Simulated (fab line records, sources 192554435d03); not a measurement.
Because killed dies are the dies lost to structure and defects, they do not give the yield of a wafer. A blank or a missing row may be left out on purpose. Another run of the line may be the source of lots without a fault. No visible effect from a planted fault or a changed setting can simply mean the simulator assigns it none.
fab line records	flow n5-finfet
[record] lots = 24	wafers = 72	last-day = 18
route steps=1938 shown BEOL_M9@1446 BEOL_M10@1487
lots with no fault: from the same line, run without faults
start-h: hours from the record's first day to the start of the lot's first wafer shown	wait-h: time in hours since the lot's previous step	" repeats the value in the row above	L1.1+2: several wafers, shown together as one row	- no value present, or no start provided	* or withheld: withheld	< > ~ a bound
route shown NAME@n: a module of which the file shows steps, and the number in the route of the first	usual: mean and standard deviation over wafers with no fault	same: alike in all rows	chamber/n: place in a boat	sites: each site's reading	_std_site: the values' standard deviation	_edge_site: mean of outer sites minus mean of inner sites	radius-mm: for every site, how far away it sits from the centre of the wafer	mask NAME#n: copy n	behind: the tool/chamber that last shaped the wafer	hold: the reason the lot was held/the length of the hold in hours/how it ended	device: the transistor (n, p or np) that didn't switch	end of line: at the end of the route, the tests of the same wafers	where a step has no rows: the recipe by itself	killed: count of dies lost to structure and defects at first sort (not the wafer's yield)	map: the dies of a wafer, with x for killed, . for not killed, _ for no die there
set.NAME: the run value of the setting; set.NAME@STEP: its run value at that earlier step	model.NAME: the simulator's own value behind a step, which no gauge read
the route's steps for a sample of lots (tables are steps, rows are wafers)
services: from which hour (start-h, from the record's first day; less than 0 if before it) a tool's chamber was out of use, for how many hours, and why
[[steps]]
[step N5_BEOL_M9_TRENCH_ETCH_37]
[recipe] chemistry = C4F6/O2	target-depth-a = 1514.3	target = SiCOH_lowk	time-s = 49	ion-energy-ev = 250	pressure-mtorr = 30	source-w = 345	bias-w = 185	Ar_flow_sccm = 300	C4F6_flow_sccm = 10	O2_flow_sccm = 10
[usual] drypump-motor-current-A = 5.8/0.48	oes-product-au = 0.78/0.08	rf-vpp-V = 660/12	showerhead-plenum-p-Torr = 2.78/0.05	throttle-valve-pct = 21.00/0.2
lot.wafer	tool	chamber	start-h	wait-h	drypump-motor-current-A	oes-product-au	rf-hours-counter-h	rf-vpp-V	showerhead-plenum-p-Torr	throttle-valve-pct
L076.1	rie-diel-01	1	-	-	5.8	0.87	74	652	2.77	20.77
L076.2	"	2	"	"	6.0	0.92	18	667	2.79	20.99
L076.4	"	3	"	"	6.7	0.75	163	652	2.84	20.91
L074.2	rie-diel-01	1	-	-	5.9	0.86	75	652	2.77	20.75
L074.3	"	3	"	"	6.7	0.74	164	652	2.84	20.91
L074.4	"	2	"	"	6.0	0.91	19	668	2.79	20.97
L077.1	rie-diel-06	1	-	-	5.3	0.71	217	660	2.73	20.91
L077.4	"	3	"	"	5.0	0.74	185	672	2.71	21.02
L077.6	"	3	"	"	5.0	0.74	-	673	2.71	21.02
L075.3	rie-diel-03	0	-	-	6.0	0.88	42	677	2.86	20.84
L075.4	"	0	"	"	6.0	0.88	-	678	2.86	20.81
L075.5	"	1	"	"	5.7	0.68	-	676	2.78	21.41
L078.3	rie-diel-03	3	-	-	5.0	0.71	221	673	2.70	21.03
L078.5	"	0	"	"	6.0	0.88	-	678	2.86	20.82
L078.6	"	1	"	"	5.6	0.68	-	676	2.78	21.41
L079.1	rie-diel-01	1	-	-	5.9	0.84	84	653	2.77	20.77
L079.2	"	3	"	"	6.7	0.74	174	652	2.84	20.94
L079.6	"	3	"	"	6.7	0.73	-	654	2.84	20.95
L082.4	rie-diel-06	1	-	-	5.3	0.69	228	661	2.72	20.93
L082.5	"	1	"	"	5.3	0.70	-	662	2.73	20.95
L082.6	"	2	"	"	5.8	0.73	-	651	2.82	21.19
L081.2	rie-diel-06	0	-	-	6.2	0.84	73	646	2.78	20.74
L081.4	"	1	"	"	5.3	0.70	228	660	2.73	20.94
L081.5	"	3	"	"	5.0	0.73	-	670	2.71	21.03
L083.1	rie-diel-01	0	-	-	6.1	0.86	43	646	2.77	20.83
L083.2	"	1	"	"	5.9	0.85	91	651	2.76	20.79
L083.6	"	0	"	"	6.1	0.87	-	645	2.77	20.82
L080.1	rie-diel-01	2	-	-	6.0	0.88	38	667	2.79	21.00
L080.2	"	3	"	"	6.7	0.71	183	652	2.83	20.93
L080.4	"	1	"	"	5.9	0.84	92	652	2.76	20.78
L084.3	rie-diel-06	1	-	-	5.3	0.70	233	661	2.72	20.94
L084.5	"	3	"	"	5.0	0.72	-	672	2.71	21.03
L084.6	"	0	"	"	6.2	0.82	-	646	2.78	20.77
L085.1	rie-diel-01	3	-	-	6.7	0.72	188	651	2.83	20.95
L085.3	"	1	"	"	5.9	0.83	97	652	2.76	20.79
L085.5	"	0	"	"	6.1	0.87	-	646	2.77	20.83
L086.1	rie-diel-06	2	-	-	5.8	0.71	205	652	2.82	21.21
L086.2	"	0	"	"	6.2	0.82	82	646	2.78	20.76
L086.3	"	3	"	"	5.0	0.71	206	671	2.70	21.04
L087.1	rie-diel-03	2	-	-	5.6	0.70	222	645	2.83	21.50
L087.3	"	1	"	"	5.6	0.92	10	675	2.78	21.04
L087.4	"	3	"	"	5.0	0.68	238	673	2.70	21.06
L088.1	rie-diel-01	0	-	-	6.1	0.85	59	646	2.77	20.85
L088.4	"	1	"	"	5.9	0.82	107	652	2.76	20.81
L088.5	"	3	"	"	6.7	0.71	-	652	2.82	20.96
L090.3	rie-diel-03	3	-	-	5.0	0.69	241	673	2.69	21.07
L090.4	"	2	"	"	5.6	0.69	224	645	2.83	21.50
L090.6	"	0	"	"	6.0	0.85	-	679	2.85	20.85
L091.2	rie-diel-06	0	-	-	6.2	0.82	89	647	2.77	20.78
L091.3	"	1	"	"	5.3	0.68	243	660	2.72	20.95
L091.6	"	0	"	"	6.2	0.81	-	647	2.77	20.78
L089.3	rie-diel-03	3	-	-	5.0	0.68	244	673	2.69	21.06
L089.5	"	3	"	"	5.0	0.69	-	671	2.69	21.07
L089.6	"	2	"	"	5.6	0.69	-	645	2.83	21.50
L092.2	rie-diel-03	2	-	-	5.6	0.69	229	646	2.83	21.51
L092.3	"	1	"	"	5.7	0.91	16	674	2.78	21.08
L092.4	"	3	"	"	5.0	0.69	246	673	2.69	21.06
L094.1	rie-diel-06	1	-	-	5.3	0.68	246	661	2.72	20.95
L094.2	"	0	"	"	6.2	0.81	92	647	2.77	20.78
L094.4	"	3	"	"	5.0	0.71	215	671	2.70	21.05
L093.1	rie-diel-03	0	-	-	6.0	0.84	70	678	2.85	20.85
L093.2	"	1	"	"	5.7	0.91	18	675	2.77	21.08
L093.4	"	2	"	"	5.6	0.69	230	645	2.83	21.50
L095.2	rie-diel-01	3	-	-	6.7	0.70	208	653	2.82	20.98
L095.3	"	2	"	"	6.0	0.84	65	666	2.77	21.04
L095.4	"	1	"	"	5.9	0.81	119	651	2.75	20.83
L096.3	rie-diel-06	0	-	-	6.2	0.80	104	647	2.77	20.79
L096.5	"	3	"	"	5.0	0.70	-	671	2.69	21.08
L096.6	"	0	"	"	6.2	0.80	-	646	2.77	20.81
L097.1	rie-diel-03	1	-	-	5.6	0.88	28	673	2.77	21.09
L097.4	"	1	"	"	5.6	0.88	-	674	2.77	21.10
L097.5	"	0	"	"	6.0	0.83	-	677	2.85	20.88
[step N5_BEOL_M9_OCD_MEAS_38]
[usual] trench-depth-nm = 150.9/2.5
lot.wafer	tool	chamber	start-h	wait-h	trench-depth-nm
L076.1	ocd-02	-	211.69	-	154.6
L076.2	"	-	"	"	155.1
L076.4	"	-	"	"	154.4
L074.2	ocd-02	-	213.96	-	152.5
L074.3	"	-	"	"	153.6
L074.4	"	-	"	"	153.3
L077.1	ocd-02	-	228.46	-	147.5
L077.4	"	-	"	"	150.1
L077.6	"	-	"	"	151.9
L075.3	ocd-01	-	229.02	-	151.1
L075.4	"	-	"	"	152.7
L075.5	"	-	"	"	151.0
L078.3	ocd-02	-	234.55	-	150.1
L078.5	"	-	"	"	150.2
L078.6	"	-	"	"	150.0
L079.1	ocd-02	-	243.51	-	152.2
L079.2	"	-	"	"	152.7
L079.6	"	-	"	"	153.5
L082.4	ocd-02	-	255.02	-	147.2
L082.5	"	-	"	"	147.8
L082.6	"	-	"	"	154.3
L081.2	ocd-02	-	255.55	-	149.2
L081.4	"	-	"	"	148.7
L081.5	"	-	"	"	151.8
L083.1	ocd-02	-	261.05	-	152.2
L083.2	"	-	"	"	153.5
L083.6	"	-	"	"	152.0
L080.1	ocd-01	-	263.71	-	151.6
L080.2	"	-	"	"	151.4
L080.4	"	-	"	"	152.3
L084.3	ocd-02	-	268.21	-	147.4
L084.5	"	-	"	"	150.8
L084.6	"	-	"	"	148.8
L085.1	ocd-02	-	279.08	-	152.6
L085.3	"	-	"	"	153.5
L085.5	"	-	"	"	153.9
L086.1	ocd-01	-	295.67	-	152.8
L086.2	"	-	"	"	147.0
L086.3	"	-	"	"	149.1
L087.1	ocd-02	-	298.50	-	146.9
L087.3	"	-	"	"	150.8
L087.4	"	-	"	"	148.1
L088.1	ocd-02	-	304.05	-	151.2
L088.4	"	-	"	"	151.1
L088.5	"	-	"	"	154.2
L090.3	ocd-02	-	306.49	-	148.0
L090.4	"	-	"	"	145.1
L090.6	"	-	"	"	151.6
L091.2	ocd-02	-	313.33	-	150.3
L091.3	"	-	"	"	146.0
L091.6	"	-	"	"	147.8
L089.3	ocd-02	-	316.95	-	148.5
L089.5	"	-	"	"	149.0
L089.6	"	-	"	"	146.4
L092.2	ocd-01	-	321.96	-	147.8
L092.3	"	-	"	"	151.8
L092.4	"	-	"	"	150.7
L094.1	ocd-02	-	325.69	-	144.9
L094.2	"	-	"	"	147.8
L094.4	"	-	"	"	149.9
L093.1	ocd-01	-	327.83	-	151.9
L093.2	"	-	"	"	151.5
L093.4	"	-	"	"	145.7
L095.2	ocd-02	-	339.51	-	151.9
L095.3	"	-	"	"	154.5
L095.4	"	-	"	"	150.6
L096.3	ocd-02	-	352.44	-	148.3
L096.5	"	-	"	"	150.5
L096.6	"	-	"	"	149.1
L097.1	ocd-02	-	358.18	-	149.4
L097.4	"	-	"	"	150.1
L097.5	"	-	"	"	152.1
[step N5_BEOL_M10_ETCH_61]
[recipe] chemistry = CF4	target = SiARC	target-depth-a = 390	mask-material = CAR-ArF	time-s = 65	ion-energy-ev = 80	pressure-mtorr = 40	source-w = 545	bias-w = 36	Ar_flow_sccm = 100	cf4-flow-sccm = 100	ends = cleared
[usual] drypump-motor-current-A = 5.6/0.39	etch-rf-on-time-s = 65.1/1.3	oes-product-au = 0.68/0.066	rf-vpp-V = 184.1/1.2	showerhead-plenum-p-Torr = 2.15/0.066	throttle-valve-pct = 15.51/0.22
lot.wafer	tool	chamber	start-h	wait-h	drypump-motor-current-A	etch-rf-on-time-s	oes-product-au	rf-hours-counter-h	rf-vpp-V	showerhead-plenum-p-Torr	throttle-valve-pct
L076.1	rie-diel-04	0	218.73	0.0	5.9	65.7	0.63	185	185.7	2.13	15.53
L076.2	"	2	"	"	5.7	63.0	0.63	190	183.8	2.22	15.83
L076.4	"	1	"	"	5.4	65.8	0.77	18	183.8	2.09	15.04
L074.2	rie-diel-04	0	224.50	0.0	5.9	65.9	0.63	187	183.9	2.13	15.55
L074.3	"	1	"	"	5.4	66.2	0.76	20	185.4	2.09	15.04
L074.4	"	3	"	"	5.0	64.2	0.75	51	186.8	2.26	15.28
L077.1	rie-diel-02	0	234.73	0.0	5.4	66.1	0.65	133	184.6	2.15	15.47
L077.4	"	3	"	"	5.5	65.8	0.73	60	183.3	2.10	15.67
L077.6	"	2	"	"	6.6	66.4	0.63	-	183.2	2.05	15.53
L075.3	rie-diel-02	3	235.59	0.0	5.4	65.7	0.73	61	182.8	2.10	15.67
L075.4	"	0	"	"	5.4	65.9	0.66	133	183.2	2.15	15.48
L075.5	"	0	"	"	5.4	65.8	0.66	-	185.4	2.15	15.46
L078.3	rie-diel-04	3	240.00	0.0	5.0	64.3	0.75	57	185.3	2.25	15.28
L078.5	"	3	"	"	5.0	64.7	0.75	-	185.4	2.25	15.28
L078.6	"	0	"	"	5.9	66.1	0.62	-	183.5	2.12	15.56
L079.1	rie-diel-04	3	248.20	0.0	5.0	63.4	0.75	61	187.1	2.25	15.28
L079.2	"	0	"	"	5.9	65.2	0.63	197	184.1	2.12	15.56
L079.6	"	1	"	"	5.4	65.2	0.74	-	184.4	2.08	15.07
L082.4	rie-diel-04	2	261.98	0.0	5.7	63.4	0.62	207	185.2	2.22	15.85
L082.5	"	3	"	"	5.0	64.3	0.74	-	186.4	2.25	15.31
L082.6	"	2	"	"	5.7	63.1	0.61	-	185.1	2.22	15.86
L081.2	rie-diel-05	0	262.94	0.0	5.6	66.2	0.70	79	185.2	2.25	15.53
L081.4	"	3	"	"	5.7	66.9	0.58	236	184.2	2.12	15.63
L081.5	"	3	"	"	5.7	66.6	0.58	-	184.4	2.12	15.65
L083.1	rie-diel-05	3	265.85	0.0	5.7	66.3	0.58	238	185.5	2.12	15.63
L083.2	"	1	"	"	5.4	62.5	0.78	27	183.6	2.10	15.48
L083.6	"	3	"	"	5.7	66.8	0.58	-	184.6	2.12	15.64
L080.1	rie-diel-02	2	268.71	0.0	6.6	66.7	0.62	185	182.9	2.04	15.56
L080.2	"	0	"	"	5.4	66.3	0.66	145	183.5	2.15	15.49
L080.4	"	3	"	"	5.5	66.2	0.71	73	183.8	2.10	15.69
L084.3	rie-diel-05	3	275.75	0.0	5.7	65.9	0.58	241	183.3	2.12	15.64
L084.5	"	2	"	"	5.8	64.7	0.59	-	183.7	2.20	15.38
L084.6	"	1	"	"	5.4	61.9	0.78	-	182.4	2.10	15.49
L085.1	rie-diel-05	0	284.98	0.0	5.6	64.7	0.69	87	184.7	2.25	15.56
L085.3	"	3	"	"	5.7	66.3	0.58	244	183.9	2.12	15.66
L085.5	"	2	"	"	5.8	64.1	0.59	-	184.3	2.19	15.40
L086.1	rie-diel-02	3	300.65	0.0	5.5	67.0	0.70	83	183.2	2.09	15.71
L086.2	"	2	"	"	6.6	67.0	0.61	196	182.3	2.04	15.59
L086.3	"	0	"	"	5.4	66.1	0.64	155	184.5	2.15	15.52
L087.1	rie-diel-02	3	304.79	0.0	5.5	66.1	0.70	84	184.2	2.09	15.73
L087.3	"	2	"	"	6.6	66.8	0.61	197	182.2	2.04	15.58
L087.4	"	0	"	"	5.4	65.8	0.64	156	183.3	2.15	15.52
L088.1	rie-diel-05	1	308.37	0.0	5.4	63.0	0.76	41	182.3	2.10	15.51
L088.4	"	2	"	"	5.7	65.0	0.58	-	184.7	2.19	15.40
L088.5	"	1	"	"	5.4	63.2	0.76	-	183.7	2.10	15.52
L090.3	rie-diel-04	2	311.83	0.0	5.6	61.9	0.62	222	183.5	2.21	15.88
L090.4	"	0	"	"	5.9	65.3	0.61	218	183.7	2.12	15.60
L090.6	"	1	"	"	5.4	64.5	0.71	-	182.2	2.08	15.09
L091.2	rie-diel-05	2	318.91	0.0	5.8	65.9	0.57	245	185.4	2.19	15.43
L091.3	"	1	"	"	5.4	63.4	0.76	46	183.4	2.10	15.52
L091.6	"	1	"	"	5.4	63.3	0.75	-	184.2	2.10	15.54
L089.3	rie-diel-04	3	323.21	0.0	5.0	64.4	0.72	89	184.4	2.24	15.35
L089.5	"	2	"	"	5.7	62.4	0.61	-	185.2	2.21	15.87
L089.6	"	1	"	"	5.4	64.7	0.72	-	183.0	2.07	15.11
L092.2	rie-diel-02	1	328.33	0.0	5.4	64.8	0.71	56	183.4	2.18	15.66
L092.3	"	0	"	"	5.4	66.0	0.63	167	182.7	2.14	15.53
L092.4	"	2	"	"	6.6	66.8	0.60	207	181.3	2.04	15.62
L094.1	rie-diel-04	1	331.13	0.0	5.4	65.8	0.70	59	182.0	2.07	15.12
L094.2	"	0	"	"	5.9	66.6	0.60	226	183.0	2.11	15.61
L094.4	"	3	"	"	5.0	65.1	0.70	-	186.0	2.24	15.35
L093.1	rie-diel-04	2	334.33	0.0	5.7	63.6	0.60	231	184.4	2.21	15.90
L093.2	"	1	"	"	5.4	65.0	0.71	60	184.1	2.07	15.13
L093.4	"	0	"	"	5.9	66.6	0.60	227	185.2	2.11	15.62
L095.2	rie-diel-02	0	345.11	0.0	5.4	66.2	0.63	172	183.1	2.14	15.54
L095.3	"	3	"	"	5.5	66.3	0.69	95	183.2	2.09	15.72
L095.4	"	1	"	"	5.4	64.5	0.70	61	184.2	2.18	15.63
L096.3	rie-diel-05	0	359.17	0.0	5.6	65.9	0.67	119	185.2	2.24	15.61
L096.5	"	1	"	"	5.4	63.7	0.73	-	182.9	2.09	15.55
L096.6	"	2	"	"	5.8	64.8	0.83	-	182.9	2.19	14.95
L097.1	rie-diel-02	1	364.60	0.0	5.4	64.0	0.70	67	184.2	2.17	15.66
L097.4	"	3	"	"	5.5	65.5	0.69	101	182.1	2.09	15.74
L097.5	"	1	"	"	5.4	64.0	0.70	-	184.5	2.17	15.66
[step N5_BEOL_M10_ETCH_66]
[recipe] chemistry = N2/H2	target = SOC	target-depth-a = 1200	overetch-a = 240	mask-material = SiARC	temp-c = 40	time-s = 180	ion-energy-ev = 200	pressure-mtorr = 30	source-w = 840	bias-w = 150	n2-flow-sccm = 200	h2-flow-sccm = 200
[usual] drypump-motor-current-A = 5.6/0.38	oes-product-au = 0.64/0.058	rf-vpp-V = 524.4/2.4	showerhead-plenum-p-Torr = 2.56/0.082	throttle-valve-pct = 17.77/0.21
lot.wafer	tool	chamber	start-h	wait-h	drypump-motor-current-A	oes-product-au	rf-hours-counter-h	rf-vpp-V	showerhead-plenum-p-Torr	throttle-valve-pct
L076.1	rie-diel-04	0	219.99	0.0	5.9	0.61	185	524.2	2.54	17.73
L076.2	"	3	"	"	5.0	0.71	50	527.1	2.70	17.63
L076.4	"	1	"	"	5.4	0.73	18	522.1	2.51	17.52
L074.2	rie-diel-04	1	225.45	0.0	5.4	0.72	20	523.3	2.51	17.50
L074.3	"	3	"	"	5.0	0.71	52	526.7	2.69	17.63
L074.4	"	0	"	"	5.9	0.60	188	523.5	2.54	17.74
L077.1	rie-diel-04	3	236.38	0.0	4.9	0.70	55	527.9	2.69	17.65
L077.4	"	2	"	"	5.7	0.58	196	526.8	2.63	18.11
L077.6	"	2	"	"	5.7	0.58	-	526.2	2.63	18.10
L075.3	rie-diel-05	0	237.20	0.0	5.6	0.68	69	527.0	2.70	17.81
L075.4	"	2	"	"	5.8	0.56	215	526.2	2.61	17.39
L075.5	"	3	"	"	5.7	0.57	-	523.1	2.49	17.59
L078.3	rie-diel-04	2	241.96	0.0	5.7	0.59	198	525.5	2.63	18.11
L078.5	"	1	"	"	5.4	0.71	-	523.4	2.51	17.54
L078.6	"	2	"	"	5.7	0.58	-	525.8	2.63	18.11
L079.1	rie-diel-04	1	249.95	0.0	5.4	0.71	31	522.7	2.51	17.54
L079.2	"	3	"	"	5.0	0.70	62	527.5	2.69	17.64
L079.6	"	0	"	"	5.9	0.60	-	523.2	2.53	17.76
L082.4	rie-diel-02	2	263.75	0.0	6.6	0.60	183	519.5	2.42	17.76
L082.5	"	2	"	"	6.6	0.60	-	521.0	2.42	17.76
L082.6	"	3	"	"	5.5	0.68	-	521.6	2.48	17.89
L081.2	rie-diel-02	0	264.58	0.0	5.4	0.63	143	525.2	2.55	17.64
L081.4	"	2	"	"	6.6	0.60	183	520.3	2.42	17.75
L081.5	"	1	"	"	5.4	0.70	-	525.8	2.60	17.87
L083.1	rie-diel-02	2	267.80	0.0	6.6	0.60	185	520.5	2.42	17.75
L083.2	"	0	"	"	5.4	0.62	144	523.4	2.55	17.63
L083.6	"	0	"	"	5.4	0.62	-	523.2	2.55	17.63
L080.1	rie-diel-05	1	270.66	0.0	5.4	0.72	28	522.3	2.50	17.79
L080.2	"	3	"	"	5.7	0.56	240	522.4	2.49	17.62
L080.4	"	2	"	"	5.8	0.56	228	526.5	2.61	17.42
L084.3	rie-diel-05	3	277.02	0.0	5.7	0.55	241	522.7	2.49	17.60
L084.5	"	3	"	"	5.7	0.56	-	523.9	2.48	17.60
L084.6	"	2	"	"	5.8	0.55	-	526.6	2.61	17.41
L085.1	rie-diel-02	2	286.19	0.0	6.6	0.58	191	520.1	2.41	17.75
L085.3	"	3	"	"	5.5	0.68	78	522.1	2.47	17.90
L085.5	"	3	"	"	5.5	0.68	-	521.6	2.47	17.90
L086.1	rie-diel-04	0	304.27	0.0	5.9	0.58	216	523.3	2.52	17.79
L086.2	"	3	"	"	5.0	0.68	81	526.1	2.68	17.68
L086.3	"	2	"	"	5.7	0.57	219	525.6	2.62	18.12
L087.1	rie-diel-04	1	307.03	0.0	5.4	0.68	50	522.8	2.50	17.55
L087.3	"	0	"	"	5.9	0.58	217	523.6	2.52	17.78
L087.4	"	2	"	"	5.7	0.57	220	527.2	2.62	18.16
L088.1	rie-diel-05	0	310.26	0.0	5.6	0.65	96	528.4	2.69	17.86
L088.4	"	0	"	"	5.6	0.65	-	526.7	2.69	17.87
L088.5	"	2	"	"	5.8	0.55	-	528.1	2.60	17.44
L090.3	rie-diel-02	0	312.77	0.0	5.4	0.61	159	524.5	2.54	17.66
L090.4	"	2	"	"	6.6	0.59	-	520.7	2.41	17.78
L090.6	"	1	"	"	5.4	0.67	-	524.9	2.60	17.89
L091.2	rie-diel-04	3	321.46	0.0	4.9	0.68	88	526.5	2.68	17.69
L091.3	"	1	"	"	5.4	0.68	55	522.2	2.50	17.58
L091.6	"	2	"	"	5.7	0.57	-	526.7	2.61	18.16
L089.3	rie-diel-02	3	325.44	0.0	5.5	0.67	87	520.3	2.47	17.90
L089.5	"	3	"	"	5.5	0.68	-	521.3	2.47	17.90
L089.6	"	0	"	"	5.4	0.61	-	524.3	2.54	17.67
L092.2	rie-diel-04	2	330.04	0.0	5.7	0.57	230	526.4	2.61	18.16
L092.3	"	1	"	"	5.4	0.67	59	522.2	2.49	17.58
L092.4	"	3	"	"	5.0	0.66	92	529.6	2.68	17.68
L094.1	rie-diel-04	1	333.37	0.0	5.4	0.67	60	522.3	2.49	17.59
L094.2	"	2	"	"	5.7	0.56	230	524.7	2.61	18.16
L094.4	"	3	"	"	5.0	0.67	93	527.9	2.68	17.72
L093.1	rie-diel-05	1	335.33	0.0	5.4	0.70	54	523.6	2.49	17.84
L093.2	"	0	"	"	5.6	0.65	108	527.3	2.68	17.88
L093.4	"	0	"	"	5.6	0.64	-	528.2	2.68	17.90
L095.2	rie-diel-04	0	350.66	0.0	5.9	0.58	231	522.2	2.52	17.80
L095.3	"	2	"	"	5.7	0.57	236	525.5	2.61	18.19
L095.4	"	3	"	"	5.0	0.66	98	528.6	2.67	17.70
L096.3	rie-diel-04	3	361.37	0.0	5.0	0.66	102	526.5	2.67	17.72
L096.5	"	1	"	"	5.4	0.66	-	520.7	2.49	17.60
L096.6	"	2	"	"	5.7	0.56	-	526.3	2.61	18.18
L097.1	rie-diel-04	3	367.04	0.0	5.0	0.66	104	528.4	2.67	17.72
L097.4	"	2	"	"	5.7	0.56	241	524.6	2.61	18.20
L097.5	"	3	"	"	5.0	0.66	-	527.7	2.67	17.72
[step N5_BEOL_M10_DEGAS_44]
[recipe] ambient = vacuum	temp-c = 250	time-s = 60
[usual] heater-power-w = 337/28
lot.wafer	tool	chamber	start-h	wait-h	heater-power-w
L076.1	pvd-sputter-03	-	221.15	0.4	343
L076.2	"	-	"	"	319
L076.4	"	-	"	"	395
L074.2	pvd-sputter-03	-	226.40	0.2	396
L074.3	"	-	"	"	347
L074.4	"	-	"	"	322
L077.1	pvd-sputter-01	-	238.02	1.0	337
L077.4	"	-	"	"	329
L077.6	"	-	"	"	320
L075.3	pvd-sputter-02	-	239.38	1.3	329
L075.4	"	-	"	"	354
L075.5	"	-	"	"	353
L078.3	pvd-sputter-02	-	243.06	0.3	335
L078.5	"	-	"	"	309
L078.6	"	-	"	"	355
L079.1	pvd-sputter-03	-	251.70	1.0	345
L079.2	"	-	"	"	312
L079.6	"	-	"	"	389
L082.4	pvd-sputter-02	-	264.78	0.2	308
L082.5	"	-	"	"	316
L082.6	"	-	"	"	351
L081.2	pvd-sputter-02	-	265.58	0.3	298
L081.4	"	-	"	"	334
L081.5	"	-	"	"	306
L083.1	pvd-sputter-01	-	269.15	0.7	341
L083.2	"	-	"	"	325
L083.6	"	-	"	"	317
L080.1	pvd-sputter-03	-	272.17	0.7	318
L080.2	"	-	"	"	383
L080.4	"	-	"	"	348
L084.3	pvd-sputter-02	-	278.61	0.7	300
L084.5	"	-	"	"	335
L084.6	"	-	"	"	312
L085.1	pvd-sputter-01	-	287.16	0.3	348
L085.3	"	-	"	"	329
L085.5	"	-	"	"	333
L086.1	pvd-sputter-03	-	305.83	0.9	341
L086.2	"	-	"	"	308
L086.3	"	-	"	"	389
L087.1	pvd-sputter-03	-	308.03	0.3	322
L087.3	"	-	"	"	332
L087.4	"	-	"	"	306
L088.1	pvd-sputter-01	-	311.23	0.3	310
L088.4	"	-	"	"	346
L088.5	"	-	"	"	353
L090.3	pvd-sputter-01	-	313.91	0.3	314
L090.4	"	-	"	"	339
L090.6	"	-	"	"	325
L091.2	pvd-sputter-03	-	322.45	0.3	347
L091.3	"	-	"	"	304
L091.6	"	-	"	"	390
L089.3	pvd-sputter-03	-	326.95	0.7	355
L089.5	"	-	"	"	399
L089.6	"	-	"	"	308
L092.2	pvd-sputter-03	-	331.28	0.4	403
L092.3	"	-	"	"	338
L092.4	"	-	"	"	385
L094.1	pvd-sputter-01	-	334.71	0.6	312
L094.2	"	-	"	"	347
L094.4	"	-	"	"	320
L093.1	pvd-sputter-03	-	338.84	2.7	391
L093.2	"	-	"	"	314
L093.4	"	-	"	"	387
L095.2	pvd-sputter-03	-	351.80	0.4	342
L095.3	"	-	"	"	327
L095.4	"	-	"	"	305
L096.3	pvd-sputter-02	-	362.48	0.4	314
L096.5	"	-	"	"	297
L096.6	"	-	"	"	338
L097.1	pvd-sputter-03	-	368.23	0.5	388
L097.4	"	-	"	"	305
L097.5	"	-	"	"	338
[step N5_BEOL_M10_PRE_CLEAN_45]
[recipe] gas = H2/He	time-s = 30	temp-c = 250
[usual] heater-power-w = 337/28
lot.wafer	tool	chamber	start-h	wait-h	heater-power-w
L076.1	pvd-sputter-03	-	221.19	0.0	346
L076.2	"	-	"	"	321
L076.4	"	-	"	"	397
L074.2	pvd-sputter-03	-	226.44	0.0	396
L074.3	"	-	"	"	346
L074.4	"	-	"	"	321
L077.1	pvd-sputter-01	-	238.06	0.0	337
L077.4	"	-	"	"	322
L077.6	"	-	"	"	325
L075.3	pvd-sputter-02	-	239.42	0.0	328
L075.4	"	-	"	"	360
L075.5	"	-	"	"	360
L078.3	pvd-sputter-02	-	243.10	0.0	338
L078.5	"	-	"	"	311
L078.6	"	-	"	"	354
L079.1	pvd-sputter-03	-	251.74	0.0	339
L079.2	"	-	"	"	317
L079.6	"	-	"	"	387
L082.4	pvd-sputter-02	-	264.82	0.0	300
L082.5	"	-	"	"	315
L082.6	"	-	"	"	357
L081.2	pvd-sputter-02	-	265.62	0.0	296
L081.4	"	-	"	"	325
L081.5	"	-	"	"	316
L083.1	pvd-sputter-01	-	269.19	0.0	350
L083.2	"	-	"	"	320
L083.6	"	-	"	"	312
L080.1	pvd-sputter-03	-	272.21	0.0	321
L080.2	"	-	"	"	386
L080.4	"	-	"	"	345
L084.3	pvd-sputter-02	-	278.65	0.0	304
L084.5	"	-	"	"	327
L084.6	"	-	"	"	318
L085.1	pvd-sputter-01	-	287.20	0.0	348
L085.3	"	-	"	"	326
L085.5	"	-	"	"	354
L086.1	pvd-sputter-03	-	305.87	0.0	344
L086.2	"	-	"	"	304
L086.3	"	-	"	"	392
L087.1	pvd-sputter-03	-	308.07	0.0	323
L087.3	"	-	"	"	344
L087.4	"	-	"	"	300
L088.1	pvd-sputter-01	-	311.27	0.0	305
L088.4	"	-	"	"	350
L088.5	"	-	"	"	344
L090.3	pvd-sputter-01	-	313.95	0.0	312
L090.4	"	-	"	"	344
L090.6	"	-	"	"	340
L091.2	pvd-sputter-03	-	322.49	0.0	331
L091.3	"	-	"	"	299
L091.6	"	-	"	"	390
L089.3	pvd-sputter-03	-	326.99	0.0	346
L089.5	"	-	"	"	377
L089.6	"	-	"	"	310
L092.2	pvd-sputter-03	-	331.32	0.0	397
L092.3	"	-	"	"	348
L092.4	"	-	"	"	390
L094.1	pvd-sputter-01	-	334.75	0.0	314
L094.2	"	-	"	"	343
L094.4	"	-	"	"	318
L093.1	pvd-sputter-03	-	338.88	0.0	383
L093.2	"	-	"	"	311
L093.4	"	-	"	"	388
L095.2	pvd-sputter-03	-	351.84	0.0	342
L095.3	"	-	"	"	318
L095.4	"	-	"	"	309
L096.3	pvd-sputter-02	-	362.52	0.0	307
L096.5	"	-	"	"	306
L096.6	"	-	"	"	336
L097.1	pvd-sputter-03	-	368.27	0.0	393
L097.4	"	-	"	"	300
L097.5	"	-	"	"	347
[[services]]
tool	chamber	start-h	hours	kind
rie-diel-06	-	193.26	2.8	pm
rie-diel-05	3	207.52	3.0	repair
rie-diel-06	1	217.57	10.0	repair
rie-diel-03	3	222.21	10.9	repair
rie-diel-03	1	238.81	-	clean
rie-diel-03	1	238.81	-	consumable-replace:focus-ring
rie-diel-03	1	238.81	25.4	scheduled-down
rie-diel-03	1	238.81	25.4	vent-cycle
rie-diel-03	-	252.59	14.6	pm
rie-diel-04	2	266.00	8.9	repair
rie-diel-03	2	270.09	9.5	repair
rie-diel-06	-	278.78	15.6	pm
rie-diel-05	3	304.84	-	clean
rie-diel-05	3	304.84	-	consumable-replace:focus-ring
rie-diel-05	3	304.84	21.1	scheduled-down
rie-diel-05	3	304.84	21.1	vent-cycle
rie-diel-02	3	307.91	13.1	repair
rie-diel-05	2	328.06	-	clean
rie-diel-05	2	328.06	-	consumable-replace:focus-ring
rie-diel-03	3	335.42	-	clean
rie-diel-03	3	335.42	-	consumable-replace:focus-ring
rie-diel-05	1	337.55	4.0	repair
pvd-sputter-03	-	341.47	6.6	repair
rie-diel-05	-	352.42	0.5	repair
[[key]]
fault none
